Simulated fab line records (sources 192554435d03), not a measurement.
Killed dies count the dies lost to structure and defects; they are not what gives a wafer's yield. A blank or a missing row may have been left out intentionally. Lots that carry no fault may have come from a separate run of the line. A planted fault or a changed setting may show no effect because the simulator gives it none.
Struck lot and sound lot, side by side :: flow n5-finfet :: 16 steps out of a route of 1938
Sound: these wafers, L337.2, L337.4, L337.6. Wafers L345.1, L345.2, L345.5 were the ones struck. The cause comes at the end.
At each step with rows: each side's tool, then ch and its chambers, then its first start. Under that, the readings that differ: sound wafers :: struck wafers :: difference of the means :: sigmas: that difference in standard deviations of wafers without a fault.
alike: readings with means less than 2 such deviations apart, plus words and numbers identical on both sides. not compared: withheld readings, readings lacking a value on some wafer, bounds such as >300 that could conceal the same value, and numbers that have no deviation in the record and whose values overlap.
A row with sigmas, a row that says differs or no value, or rows on one side alone: a step with any of these is where the two part. Numbers that have no deviation but don't overlap get no sigmas and don't part them. A reading that every wafer of one side lacks parts them only if that side has two wafers or more.

first, 11 steps without rows for these wafers: N5_BEOL_M0_SAQP_DESCUM_19 (chemistry O2, time 7.9 s); N5_BEOL_M0_SAQP_ETCH_83 (etches SiARC in CF4, target depth 39 nm, time 65 s); N5_BEOL_M0_SAQP_ETCH_84 (etches SOC in N2/H2, target depth 100 nm, overetch 20 nm, time 150 s); N5_BEOL_M0_SAQP_STRIP_80 (strips in N2/H2); N5_BEOL_M0_SAQP_HM_OPEN_112 (chemistry CHF3/O2, target SiO2, stops on a-Si, target depth 12 nm, time 13.5 s); N5_BEOL_M0_SAQP_STRIP_113 (strips in CHF3/O2); N5_BEOL_M0_SAQP_MANDREL_ETCH_20 (etches a-Si in HBr/Cl2, stops on SiNx, target depth 60 nm, bt time 10 s, time 30 s); N5_BEOL_M0_SAQP_STRIP_86 (strips in N2/H2); N5_BEOL_M0_SAQP_STRIP_115 (strips in post etch residue remover, time 60 s); N5_BEOL_M0_SAQP_SRD_93 (time 30 s); N5_BEOL_M0_SAQP_RECESS_114 (chemistry HF/NH3, target SiO2, target depth 14.4 nm, afs cycles 3, sublimation time 60 s).
N5_BEOL_M0_SAQP_SPACER1_ALD_98: deposits SiO2, target thk 12.8 nm, pulse time 1 s, purge time 2 s.
  sound on ald-sin-03 ch 0,1,2, day 6 12:01; struck on ald-sin-03 ch 0,1,2, day 8 14:58
reading: susceptor-temp-C (C)
sound: 299.78 299.93 300.02
struck: 326.56 326.60 326.57
difference: +26.67
sigmas: +99 or more

reading: model.SiO2_of_BEOL_M0_SAQP_SPACER1_ALD_98.thk-nm (nm)
sound: 12.8 12.8 12.8
struck: 12.4 12.2 12.4
difference: -0.5
sigmas: 
  alike: chamber-pressure-Torr, heater-power-w, precursor-pulse-height-rel
  not compared: since-wet-clean-h
then, 1 step without rows for these wafers: N5_BEOL_M0_SAQP_SPACER1_ETCHBACK_99 (etches SiO2 in CHF3/O2, target depth 15.4 nm, time 7.7 s).
N5_BEOL_M0_SAQP_MANDREL1_REMOVE_100: chemistry HBr/Cl2/O2, target a-Si, stops on SiNx, bt time 10 s.
  sound on rie-si-06 ch 1,2,3, day 6 12:35; struck on rie-si-03 ch 2,3, day 8 15:32
reading: throttle-valve-pct (%)
sound: 37.2 36.8 36.8
struck: 36.1 36.6 36.1
difference: -0.7
sigmas: -2

reading: model.BEOL_M0_SAQP.cd-nm (nm)
sound: 12.8 12.8 12.8
struck: 12.4 12.4 12.4
difference: -0.4
sigmas: 

reading: model.SiO2_of_BEOL_M0_SAQP_SPACER1_ALD_98.thk-nm (nm)
sound: 7.4 7.4 7.4
struck: 7 7 7
difference: +0
sigmas: 
  alike: drypump-motor-current-A, oes-product-au
  not compared: rf-hours-counter-h
-- a jump in the record: the struck wafers' starts before and after are 2 days apart (it breaks off in module BEOL_M0_SAQP and resumes in module BEOL_M4, where the first step shown is number 1111 of the route) --
N5_BEOL_M4_RC_MEAS_101:
  sound on prober-02 ch 0, day 8 11:43; struck on prober-02 ch 0, day 11 00:19
  alike: DIBL_N, DIBL_P, IOFF_N, IOFF_P, ION_N, ION_P, SS_N, SS_P, VT_N, VT_P
-- a jump in the record: the struck wafers' starts before and after are 5 days apart (it breaks off in module BEOL_M4 and resumes in module PASSIVATION, where the first step shown is number 1936 of the route) --
N5_PASSIVATION_PROBE_49:
  struck on prober-02, day 15 20:30; sound on prober-01, day 12 18:19
reading: killed-at-other
sound: 13 7 7
struck: 1 4 1
difference: -7
sigmas: -2
  alike: defect-limited-yield, killed_at_M0_to_M3, killed_at_M4_up, killed-at-contacts, killed-at-front-end, killed-dies, killed-on-rim, killed-open, killed-short, sort_bin_5_function, sort_bin_6_memory, sort-n-pass, sort-yield-pct

## WHERE THEY PART
Earliest at N5_BEOL_M0_SAQP_SPACER1_ALD_98; latest, in this record, at N5_PASSIVATION_PROBE_49.

WHY: what had been put in by the simulator
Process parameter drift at N5_BEOL_M0_SAQP_SPACER1_ALD_98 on ald-sin-03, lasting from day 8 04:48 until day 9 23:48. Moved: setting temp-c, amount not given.
